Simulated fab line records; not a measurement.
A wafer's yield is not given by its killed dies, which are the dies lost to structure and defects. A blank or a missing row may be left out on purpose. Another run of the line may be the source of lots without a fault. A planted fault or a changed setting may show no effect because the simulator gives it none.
fab line records    flow n5_finfet
[record] lots = 8  wafers = 24  last_day = 17
route steps=1938 shown BEOL_M4@1111 BEOL_M9@1417 PASSIVATION@1936
lots with no fault: from the same line, run without faults
start_h: the number of hours between the record's first day and the start of the first shown wafer of the lot    wait_h: time in hours since the lot's previous step    " same as the row above    L1.1+2: one row covering several wafers at once    - no value present, or no start provided    * or withheld: withheld    < > ~ a bound
route shown NAME@n: NAME is a module with steps in the file, n the number in the route of the first one    usual: the fault-free wafers' mean and standard deviation    same: alike in all rows    chamber/n: place in a boat    sites: each site's reading    _std_site: the values' standard deviation    _edge_site: inner sites' mean taken away from outer sites' mean    radius_mm: for every site, how far away it sits from the centre of the wafer    mask NAME#n: copy n    behind: the last tool/chamber to shape the wafer    hold: cause of the lot's hold/its duration in hours/its outcome    device: the n, p or np transistor that did not switch    end of line: the tests these same wafers got at the end of their route    step lacking rows: just its recipe    killed: dies lost to structure and defects at the first sort, not the wafer's yield    map: a wafer's dies, marking killed ones x, the rest . and places with no die _
set.NAME: the run value of the setting; set.NAME@STEP: its run value at that earlier step    model.NAME: the simulator's own value behind a step, which no gauge read
route steps across a sampled set of lots; one table per step, one row per wafer
services: from which hour (start_h, from the record's first day; less than 0 if before it) a tool's chamber was out of use, for how many hours, and why
[[steps]]
[step N5_BEOL_M4_RC_MEAS_101]
[usual] DIBL_N = 35.9/1.4  DIBL_P = 35.9/1.7  IOFF_N = 0.160/0.026  IOFF_P = 0.21/0.036  ION_N = 672/11  ION_P = 461/8.1  SS_N = 71.4/0.54  SS_P = 73.2/0.67  VT_N = 249.3/2.7  VT_P = -250/3.9
lot.wafer  tool       chamber  start_h  wait_h  DIBL_N[mV/V]  DIBL_P[mV/V]  IOFF_N[nA/um]  IOFF_P[nA/um]  ION_N[uA/um]  ION_P[uA/um]  SS_N[mV/dec]  SS_P[mV/dec]  VT_N[mV]  VT_P[mV]
L976.1     prober-02  0        196.80   0.0     36.3          36.2          0.161          0.22           674           462           71.1          74.1          249.6     -247
L976.2     "          0        "        "       38.0          39.1          0.208          0.28           682           465           72.0          73.7          246.3     -248
L976.4     "          0        "        "       36.7          35.7          0.169          0.21           674           454           71.8          73.2          250.4     -247
L978.1     prober-01  0        206.52   0.0     37.4          35.6          0.178          0.20           674           456           71.8          73.3          247.8     -255
L978.3     "          0        "        "       37.1          36.0          0.178          0.21           686           458           71.6          73.6          249.2     -253
L978.5     "          0        "        "       35.0          33.4          0.136          0.16           664           448           71.7          72.4          253.0     -255
L983.1     prober-02  0        230.17   0.0     35.7          35.9          0.157          0.21           667           456           71.3          73.0          250.1     -247
L983.2     "          0        "        "       34.4          34.8          0.137          0.20           666           463           70.3          73.0          248.8     -248
L983.5     "          0        "        "       33.6          33.0          0.122          0.17           648           452           71.2          71.8          253.3     -251
L984.2     prober-01  0        232.21   0.2     35.7          36.3          0.153          0.19           676           455           70.7          74.0          248.6     -255
L984.5     "          0        "        "       32.5          31.9          0.104          0.14           658           448           70.6          72.7          258.3     -257
L984.6     "          0        "        "       36.7          37.0          0.161          0.20           663           452           71.4          74.8          250.6     -255
L990.4     prober-02  0        261.40   0.5     37.7          38.0          0.194          0.29           690           478           71.5          73.4          245.4     -244
L990.5     "          0        "        "       38.6          38.5          0.223          0.30           675           467           71.7          74.1          243.9     -244
L990.6     "          0        "        "       36.4          36.7          0.178          0.26           681           474           71.2          72.9          244.9     -244
L989.1     prober-01  0        265.84   0.0     36.9          35.9          0.178          0.21           678           461           72.2          73.9          247.4     -249
L989.2     "          0        "        "       35.4          34.5          0.158          0.20           664           453           72.0          72.6          249.4     -252
L989.6     "          0        "        "       35.4          34.0          0.147          0.18           662           445           71.9          73.1          252.3     -254
L994.2     prober-02  0        291.75   0.2     40.2          39.1          0.228          0.27           677           468           72.5          74.4          246.0     -248
L994.4     "          0        "        "       35.4          34.9          0.132          0.19           672           462           70.7          72.5          252.0     -254
L994.5     "          0        "        "       37.4          37.0          0.165          0.22           682           465           71.2          73.3          247.7     -249
L995.1     prober-01  0        309.69   0.0     36.2          37.0          0.186          0.23           670           458           72.1          73.9          245.1     -248
L995.4     "          0        "        "       35.4          37.1          0.171          0.22           690           465           71.6          74.4          248.0     -250
L995.5     "          0        "        "       34.2          34.5          0.136          0.18           660           451           71.1          72.8          251.7     -253
[step N5_BEOL_M9_DESCUM_16]
[recipe] chemistry = O2  time_s = 7.9  source_power_w = 50  bias_power_w = 20  pressure_mtorr = 20  rf_frequency_hz = 2.712e+07  temp_c = 40  resist = CAR-ArF  o2_flow_sccm = 225
[usual] drypump_motor_current_A = 5.8/0.49  oes_product_au = 0.78/0.081  rf_vpp_V = 243.6/1.3  showerhead_plenum_p_Torr = 2.12/0.065  throttle_valve_pct = 20.4/0.36
[same] time_s = 7.9
lot.wafer  tool         chamber  start_h  wait_h  drypump_motor_current_A  oes_product_au  rf_hours_counter_h  rf_vpp_V  showerhead_plenum_p_Torr  throttle_valve_pct
L976.1     rie_diel-04  1        238.14   0.7     6.3                      0.73            208                 244.7     2.16                      20.1
L976.2     "            0        "        "       5.6                      0.71            200                 243.8     2.07                      20.8
L976.4     "            3        "        "       5.8                      0.98            11                  244.6     2.15                      19.9
L978.1     rie_diel-02  3        246.89   0.1     6.6                      0.89            48                  245.7     2.21                      20.3
L978.3     "            1        "        "       5.4                      0.82            84                  244.0     2.09                      20.0
L978.5     "            0        "        "       5.1                      0.69            -                   244.0     2.06                      20.8
L983.1     rie_diel-02  0        271.58   0.0     5.1                      0.69            228                 242.3     2.06                      20.8
L983.2     "            3        "        "       6.6                      0.86            56                  246.0     2.21                      20.3
L983.5     "            2        "        "       6.6                      0.86            -                   245.0     2.11                      19.8
L984.2     rie_diel-03  2        271.73   0.0     5.0                      0.78            129                 243.2     2.11                      20.7
L984.5     "            3        "        "       5.7                      0.83            -                   244.8     2.22                      20.3
L984.6     "            0        "        "       5.9                      0.75            -                   243.6     2.08                      20.5
L990.4     rie_diel-03  1        299.79   0.0     5.9                      0.71            206                 241.1     1.99                      20.6
L990.5     "            2        "        "       5.0                      0.77            -                   244.3     2.10                      20.7
L990.6     "            1        "        "       5.9                      0.71            -                   241.7     1.99                      20.6
L989.1     rie_diel-03  1        305.25   0.1     6.0                      0.71            207                 240.6     1.99                      20.6
L989.2     "            3        "        "       5.7                      0.81            71                  246.0     2.21                      20.3
L989.6     "            2        "        "       5.0                      0.76            -                   243.6     2.10                      20.7
L994.2     rie_diel-02  1        336.25   0.0     5.4                      0.78            116                 243.4     2.08                      20.0
L994.4     "            1        "        "       5.4                      0.78            -                   242.9     2.08                      20.0
L994.5     "            3        "        "       6.6                      0.83            -                   244.4     2.20                      20.3
L995.1     rie_diel-04  1        357.72   0.0     6.3                      0.72            232                 243.9     2.15                      20.1
L995.4     "            3        "        "       5.7                      0.92            39                  244.5     2.14                      19.9
L995.5     "            0        "        "       5.6                      0.69            -                   242.6     2.06                      20.9
[step N5_BEOL_M9_DESCUM_33]
[recipe] chemistry = O2  time_s = 7  source_power_w = 50  bias_power_w = 20  pressure_mtorr = 20  rf_frequency_hz = 2.712e+07  temp_c = 40  resist = CAR-EUV  o2_flow_sccm = 225
[usual] drypump_motor_current_A = 5.8/0.52  oes_product_au = 0.78/0.08  rf_vpp_V = 243.6/1.4  showerhead_plenum_p_Torr = 2.12/0.064  throttle_valve_pct = 20.4/0.37
[same] time_s = 7
lot.wafer  tool         chamber  start_h  wait_h  drypump_motor_current_A  oes_product_au  rf_hours_counter_h  rf_vpp_V  showerhead_plenum_p_Torr  throttle_valve_pct
L976.1     rie_diel-04  3        239.69   0.0     5.7                      0.98            12                  243.6     2.15                      19.9
L976.2     "            1        "        "       6.3                      0.72            208                 243.7     2.16                      20.1
L976.4     "            2        "        "       5.7                      0.72            171                 243.6     2.19                      20.9
L978.1     rie_diel-02  2        248.55   0.0     6.6                      0.87            43                  244.4     2.11                      19.8
L978.3     "            0        "        "       5.1                      0.68            221                 242.6     2.06                      20.8
L978.5     "            3        "        "       6.5                      0.88            -                   244.8     2.21                      20.3
L983.1     rie_diel-02  0        274.30   0.4     5.1                      0.68            229                 242.4     2.06                      20.8
L983.2     "            3        "        "       6.6                      0.88            57                  245.3     2.21                      20.3
L983.5     "            0        "        "       5.1                      0.69            -                   241.0     2.06                      20.8
L984.2     rie_diel-04  2        274.34   0.3     5.8                      0.72            182                 244.1     2.18                      20.9
L984.5     "            3        "        "       5.7                      0.94            -                   243.8     2.15                      19.9
L984.6     "            2        "        "       5.7                      0.72            -                   243.7     2.18                      20.9
L990.4     rie_diel-02  1        300.79   0.0     5.4                      0.79            101                 243.3     2.09                      20.0
L990.5     "            2        "        "       6.6                      0.84            -                   244.0     2.11                      19.8
L990.6     "            3        "        "       6.5                      0.85            -                   245.7     2.21                      20.3
L989.1     rie_diel-02  2        308.26   0.0     6.6                      0.85            64                  242.9     2.10                      19.8
L989.2     "            3        "        "       6.6                      0.85            69                  245.3     2.20                      20.3
L989.6     "            3        "        "       6.5                      0.85            -                   246.2     2.20                      20.3
L994.2     rie_diel-02  3        339.59   0.0     6.6                      0.83            83                  244.2     2.20                      20.3
L994.4     "            1        "        "       5.4                      0.78            -                   244.7     2.08                      20.0
L994.5     "            3        "        "       6.6                      0.82            -                   243.4     2.20                      20.3
L995.1     rie_diel-04  1        359.07   0.0     6.3                      0.71            232                 244.2     2.15                      20.2
L995.4     "            3        "        "       5.7                      0.91            39                  244.3     2.14                      19.9
L995.5     "            2        "        "       5.7                      0.69            -                   243.4     2.18                      20.9
[step N5_BEOL_M9_STRIP_36]
[recipe] chemistry = N2/H2  power_w = 450  temp_c = 40  pressure_mtorr = 20  rf_frequency_hz = 6e+07  overash_fraction = 0.3  bias_power_w = 7  h2_frac = 0.5  n2_flow_sccm = 200  h2_flow_sccm = 200
[usual] drypump_motor_current_A = 5.8/0.52  oes_product_au = 0.78/0.081  power_w = 449.9/1.4  rf_vpp_V = 59.4/1.3  showerhead_plenum_p_Torr = 2.58/0.08  throttle_valve_pct = 23.59/0.25
lot.wafer  tool         chamber  start_h  wait_h  drypump_motor_current_A  oes_product_au  power_w  rf_hours_counter_h  rf_vpp_V  showerhead_plenum_p_Torr  throttle_valve_pct
L976.1     rie_diel-04  3        239.93   0.0     5.8                      0.97            448.8    12                  59.4      2.62                      23.17
L976.2     "            1        "        "       6.3                      0.72            449.7    208                 60.3      2.63                      23.28
L976.4     "            2        "        "       5.7                      0.71            449.7    171                 62.9      2.62                      23.74
L978.1     rie_diel-02  2        248.79   0.0     6.6                      0.87            449.8    43                  57.8      2.60                      23.54
L978.3     "            0        "        "       5.1                      0.69            448.8    221                 56.4      2.50                      24.08
L978.5     "            3        "        "       6.6                      0.88            448.6    -                   58.0      2.70                      23.51
L983.1     rie_diel-02  0        274.54   0.0     5.1                      0.68            450.4    229                 57.9      2.50                      24.08
L983.2     "            3        "        "       6.6                      0.89            451.9    57                  59.5      2.70                      23.53
L983.5     "            0        "        "       5.1                      0.69            450.0    -                   58.9      2.50                      24.11
L984.2     rie_diel-04  2        274.58   0.0     5.8                      0.71            448.9    182                 58.1      2.61                      23.75
L984.5     "            3        "        "       5.8                      0.95            450.9    -                   58.5      2.61                      23.17
L984.6     "            2        "        "       5.7                      0.70            447.5    -                   58.9      2.62                      23.76
L990.4     rie_diel-02  1        301.04   0.0     5.4                      0.81            451.0    101                 60.7      2.56                      23.35
L990.5     "            2        "        "       6.6                      0.84            448.5    -                   59.8      2.59                      23.62
L990.6     "            3        "        "       6.6                      0.85            447.9    -                   57.3      2.69                      23.52
L989.1     rie_diel-02  2        308.50   0.0     6.6                      0.84            448.2    64                  57.4      2.59                      23.62
L989.2     "            3        "        "       6.6                      0.85            448.2    69                  58.9      2.69                      23.53
L989.6     "            3        "        "       6.6                      0.85            449.1    -                   60.4      2.69                      23.56
L994.2     rie_diel-02  3        339.83   0.0     6.6                      0.83            448.7    83                  60.9      2.68                      23.53
L994.4     "            1        "        "       5.4                      0.78            450.8    -                   58.7      2.55                      23.36
L994.5     "            3        "        "       6.6                      0.82            449.0    -                   60.3      2.68                      23.56
L995.1     rie_diel-04  1        359.31   0.0     6.3                      0.70            449.9    232                 58.2      2.61                      23.27
L995.4     "            3        "        "       5.7                      0.91            451.4    39                  61.0      2.60                      23.20
L995.5     "            2        "        "       5.7                      0.69            449.3    -                   59.0      2.61                      23.78
[step N5_BEOL_M9_ETCH_41]
[recipe] chemistry = CH3F/O2  target = SiCN  target_depth_a = 366  taper_deg = 2  time_s = 70.1  ion_energy_ev = 120  mask_material = TiN  pressure_mtorr = 30  source_w = 395  bias_w = 75  Ar_flow_sccm = 150  CH3F_flow_sccm = 30  O2_flow_sccm = 20
[usual] CH3F_flow_sccm = 29.99/0.089  O2_flow_sccm = 20.00/0.059  drypump_motor_current_A = 5.8/0.52  oes_product_au = 0.78/0.083  rf_vpp_V = 298.0/1.5  showerhead_plenum_p_Torr = 2.03/0.06  throttle_valve_pct = 16.3/0.36  time_s = 70.1/0
lot.wafer  tool         chamber  start_h  wait_h  CH3F_flow_sccm  O2_flow_sccm  drypump_motor_current_A  oes_product_au  rf_hours_counter_h  rf_vpp_V  showerhead_plenum_p_Torr  throttle_valve_pct  time_s
L976.1     rie_diel-04  3        240.01   -       29.95           20.00         5.7                      0.99            12                  298.7     2.03                      15.6                70.1
L976.2     "            1        "        "       30.04           20.05         6.3                      0.72            208                 298.6     2.06                      16.1                70.1
L976.4     "            2        "        "       30.11           20.04         5.7                      0.71            171                 301.1     2.08                      16.7                70.1
L978.1     rie_diel-02  2        248.87   -       30.02           20.00         6.6                      0.88            43                  297.3     2.03                      15.8                70.1
L978.3     "            0        "        "       30.06           19.95         5.1                      0.69            221                 296.9     1.98                      16.7                70.1
L978.5     "            3        "        "       29.86           20.09         6.6                      0.89            -                   299.1     2.12                      16.2                70.1
L983.1     rie_diel-02  0        274.62   -       -               -             -                        -               -                   -         -                         -                   -
L983.2     "            3        "        "       -               -             -                        -               -                   -         -                         -                   -
L983.5     "            0        "        "       -               -             -                        -               -                   -         -                         -                   -
L984.2     rie_diel-04  2        274.66   -       -               -             -                        -               -                   -         -                         -                   -
L984.5     "            3        "        "       -               -             -                        -               -                   -         -                         -                   -
L984.6     "            2        "        "       -               -             -                        -               -                   -         -                         -                   -
L990.4     rie_diel-02  1        301.12   -       30.04           20.04         5.4                      0.80            101                 297.6     2.01                      16.0                70.1
L990.5     "            2        "        "       29.81           20.00         6.6                      0.84            -                   297.4     2.03                      15.8                70.1
L990.6     "            3        "        "       30.00           20.08         6.6                      0.85            -                   298.9     2.12                      16.3                70.1
L989.1     rie_diel-02  2        308.58   -       30.04           20.07         6.6                      0.84            64                  297.8     2.03                      15.8                70.1
L989.2     "            3        "        "       30.02           19.93         6.6                      0.85            69                  299.9     2.11                      16.3                70.1
L989.6     "            3        "        "       29.96           19.86         6.6                      0.86            -                   300.6     2.11                      16.3                70.1
L994.2     rie_diel-02  3        339.92   -       29.96           19.96         6.6                      0.83            83                  299.2     2.11                      16.3                70.1
L994.4     "            1        "        "       30.10           20.11         5.4                      0.79            -                   297.1     2.00                      16.0                70.1
L994.5     "            3        "        "       29.85           19.96         6.6                      0.84            -                   300.2     2.11                      16.3                70.1
L995.1     rie_diel-04  1        359.40   -       29.90           19.93         6.3                      0.71            232                 297.2     2.05                      16.1                70.1
L995.4     "            3        "        "       29.94           19.89         5.7                      0.92            39                  298.2     2.02                      15.7                70.1
L995.5     "            2        "        "       29.76           19.99         5.7                      0.71            -                   298.0     2.07                      16.8                70.1
[step N5_PASSIVATION_PROBE_49]
[usual] defect_limited_yield = 90.9/1.5  killed_at_M0_to_M3 = 35/10  killed_at_M4_up = 14/5.2  killed_at_contacts = 13/7.3  killed_at_front_end = 42/12  killed_at_other = 3.4/2.5  killed_dies = 108/18  killed_on_rim = 14/4.2  killed_open = 70/13  killed_short = 35/8  sort_bin_5_function = 5.4/1  sort_bin_6_memory = 3.4/0.71  sort_n_pass = 1072/18  sort_yield_pct = 90.9/1.5
[same] gross_dies = 1180  killed_at_back_side = 0  sort_bin_4_leakage[%] = 0  sort_bin_8_speed[%] = 0
lot.wafer  tool       chamber  start_h  wait_h  defect_limited_yield[%]  killed_at_M0_to_M3  killed_at_M4_up  killed_at_contacts  killed_at_front_end  killed_at_other  killed_dies  killed_on_rim  killed_open  killed_short  sort_bin_5_function[%]  sort_bin_6_memory[%]  sort_n_pass  sort_yield_pct[%]
L983.1     prober-01  -        338.34   0.0     0                        47                  1079             16                  32                   6                1180         152            88           36            95.8                    3.7                   0            0
L983.2     prober-01  -        338.39   0.1     0                        44                  1084             11                  39                   2                1180         152            69           39            96.3                    3.5                   0            0
L983.5     prober-01  -        338.54   0.2     0                        39                  1065             18                  58                   0                1180         152            101          38            95.3                    4.5                   0            0
L984.2     prober-02  -        341.37   0.1     0                        38                  1082             12                  43                   5                1180         152            80           37            95.6                    4.0                   0            0
L984.5     prober-02  -        341.52   0.2     0                        24                  1089             5                   60                   2                1180         152            74           27            95.8                    3.7                   0            0
L984.6     prober-02  -        341.57   0.3     0                        29                  1109             7                   34                   1                1180         152            63           26            97.3                    2.5                   0            0
L990.5     prober-02  -        367.22   0.2     90.7                     55                  16               5                   34                   0                110          14             62           45            6.2                     2.7                   1070         90.7
L990.6     prober-02  -        367.27   0.3     91.5                     32                  17               8                   39                   4                100          13             73           26            5.2                     3.1                   1080         91.5
// killed by level:class
L983.1 BEOL_M9:area_etch=1056 FIN_SAQP:geometric_particle:open=13 MOL_CONTACT_COAG:geometric_particle:open=13 BEOL_M2:geometric_particle:short=9 BEOL_M5:geometric_particle:open=8 BEOL_M0_SAQP:geometric_particle:open=8 BEOL_M2:geometric_particle:open=8 BEOL_M1:geometric_particle:open=7
L983.2 BEOL_M9:area_etch=1071 FIN_SAQP:geometric_particle:open=12 MOL_CONTACT_COAG:geometric_particle:open=9 BEOL_M3:geometric_particle:open=8 FIN_SAQP:geometric_particle:short=6 BEOL_M0_SAQP:geometric_particle:open=6 BEOL_M0_SAQP:geometric_particle:short=6 BEOL_M3:geometric_particle:short=6
L983.5 BEOL_M9:area_etch=1041 FIN_SAQP:geometric_particle:open=23 FIN_SAQP:geometric_particle:short=15 BEOL_M4:geometric_particle:open=14 MOL_CONTACT_COAG:geometric_particle:open=14 BEOL_M2:geometric_particle:open=9 BEOL_M3:geometric_particle:open=9 BEOL_M0_SAQP:geometric_particle:short=8
L984.2 BEOL_M9:area_etch=1062 BEOL_M4:geometric_particle:open=13 STI_FIN_REVEAL:geometric_particle:open=12 BEOL_M2:geometric_particle:open=10 BEOL_M3:geometric_particle:open=10 FIN_SAQP:geometric_particle:open=9 MOL_CONTACT_COAG:geometric_particle:open=7 BEOL_M0_SAQP:geometric_particle:short=7
L984.5 BEOL_M9:area_etch=1077 FIN_SAQP:geometric_particle:open=14 DUMMY_GATE:geometric_particle:open=10 STI_FIN_REVEAL:geometric_particle:open=7 BEOL_M3:geometric_particle:open=7 BEOL_M4:geometric_particle:open=5 FIN_SAQP:geometric_particle:short=4 ILD0:geometric_particle:open=4
L984.6 BEOL_M9:area_etch=1087 BEOL_M1:geometric_particle:open=8 MOL_CONTACT_COAG:geometric_particle:open=7 BEOL_M4:geometric_particle:open=7 BEOL_M3:geometric_particle:open=6 FIN_SAQP:geometric_particle:open=4 GATE_CUT:geometric_particle:short=4 BEOL_M0:geometric_particle:open=4
L990.5 BEOL_M0_SAQP:geometric_particle:open=15 BEOL_M0_SAQP:geometric_particle:short=11 FIN_SAQP:geometric_particle:short=8 BEOL_M2:geometric_particle:open=8 BEOL_M0:geometric_particle:open=7 DUMMY_GATE:geometric_particle:open=6 DUMMY_GATE:geometric_particle:short=5 BEOL_M2:geometric_particle:short=5
L990.6 FIN_SAQP:geometric_particle:open=15 BEOL_M2:geometric_particle:open=9 BEOL_M4:geometric_particle:open=7 MOL_CONTACT_COAG:geometric_particle:open=6 BEOL_M0:geometric_particle:open=6 STARTING-WAFER:geometric_particle:open=6 FIN_SAQP:geometric_particle:short=5 BEOL_M0_SAQP:geometric_particle:short=5
[[services]]
tool         chamber  start_h  hours  kind
rie_diel-03  0        236.50   2.5    repair
rie_diel-04  1        264.02   3.2    repair
rie_diel-02  1        266.25   1.6    repair
rie_diel-04  -        301.12   28.1   pm
rie_diel-02  0        307.62   3.9    repair
rie_diel-02  0        333.52   -      clean
rie_diel-02  0        333.52   -      consumable_replace:focus_ring
rie_diel-02  0        333.52   15.5   scheduled_down
rie_diel-02  0        333.52   15.5   vent_cycle
rie_diel-03  3        356.86   1.3    repair
[[key]]
[first_sign] step = N5_BEOL_M9_ETCH_41  reading = tool_record  direction = missing
[effect] step = N5_PASSIVATION_PROBE_49  reading = killed_at_M4_up  direction = up  sigmas = 99+  usual = 14  struck = 1085
[more_kills_born_at] N5_BEOL_M9_ETCH_41@rie_diel-04 = 3226  N5_BEOL_M9_ETCH_41@rie_diel-02 = 3168
met_at N5_BEOL_M9_ETCH_41
struck_lots L983,L984
later_rows_left_out L983.1,L983.2,L983.5,L984.2,L984.5,L984.6
not_acting_at N5_BEOL_M9_DESCUM_16,N5_BEOL_M9_DESCUM_33,N5_BEOL_M9_STRIP_36
onset_between 248.87 274.62
[fault] kind = skipped_step_whole  tool = rie_diel-02,rie_diel-04  chamber = -  onset_h = 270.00  steps = N5_BEOL_M9_ETCH_41  scope = struck_lots_only
// later_rows_left_out: the simulator's readings of these wafers behind a module that went badly wrong aren't trusted and aren't shown, but for the sort
